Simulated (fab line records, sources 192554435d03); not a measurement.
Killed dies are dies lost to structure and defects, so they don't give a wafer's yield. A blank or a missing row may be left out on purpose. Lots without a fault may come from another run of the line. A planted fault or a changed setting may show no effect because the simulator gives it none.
Chamber matching | flow n5_finfet | N5_BEOL_M10_ALD_74 on ald_metal-02: 4 sister chambers
The step deposits TaN, target thk 2 nm, pulse time 2 s, purge time 3 s. 4 wafers are shown with their chamber, then 12 later ones without.

WAFERS WITH THEIR CHAMBER
wafer  | chamber | heater_power_w (W)
L091.1 | 2       | 380
L092.1 | 0       | 395
L092.2 | 3       | 387
L092.5 | 1       | 416

WAFERS WITHOUT THEIR CHAMBER
wafer  | heater_power_w (W)
L095.1 | 388
L095.2 | 390
L095.3 | 403
L094.2 | 395
L094.3 | 407
L094.6 | 373
L096.1 | 392
L096.4 | 410
L096.5 | 391
L097.2 | 386
L097.4 | 386
L097.5 | 378

WHICH CHAMBER EACH WENT THROUGH
wafer  | from the rows above          | in truth
L095.1 | can't be placed: 3 or 0 or 2 | 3
L095.2 | can't be placed: 3 or 0 or 2 | 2
L095.3 | can't be placed: 0 or 1 or 3 | 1
L094.2 | can't be placed: 0 or 3      | 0
L094.3 | can't be placed: 1 or 0      | 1
L094.6 | can't be placed: 2 or 3      | 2
L096.1 | can't be placed: 0 or 3 or 2 | 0
L096.4 | can't be placed: 1 or 0      | 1
L096.5 | can't be placed: 0 or 3 or 2 | 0
L097.2 | can't be placed: 3 or 2 or 0 | 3
L097.4 | can't be placed: 3 or 2 or 0 | 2
L097.5 | can't be placed: 2 or 3      | 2
Placed correctly: 0 of 12. Can't be placed from these rows: 12 (the true chamber is among the candidates in 12). Placed wrongly: 0.
How it was worked out, from the rows above alone: a wafer's distance from a chamber is the root of the sum, over the readings, of the square of ((its reading less the chamber's mean) divided by the reading's scatter). The wafer belongs to the nearest chamber; if the next one is less than 2 further off, it can't be placed. A chamber's mean is the mean of its shown wafers. The scatter: with one shown wafer a chamber, the root of the mean of the squares of how far each hidden wafer lies from its nearest shown one.
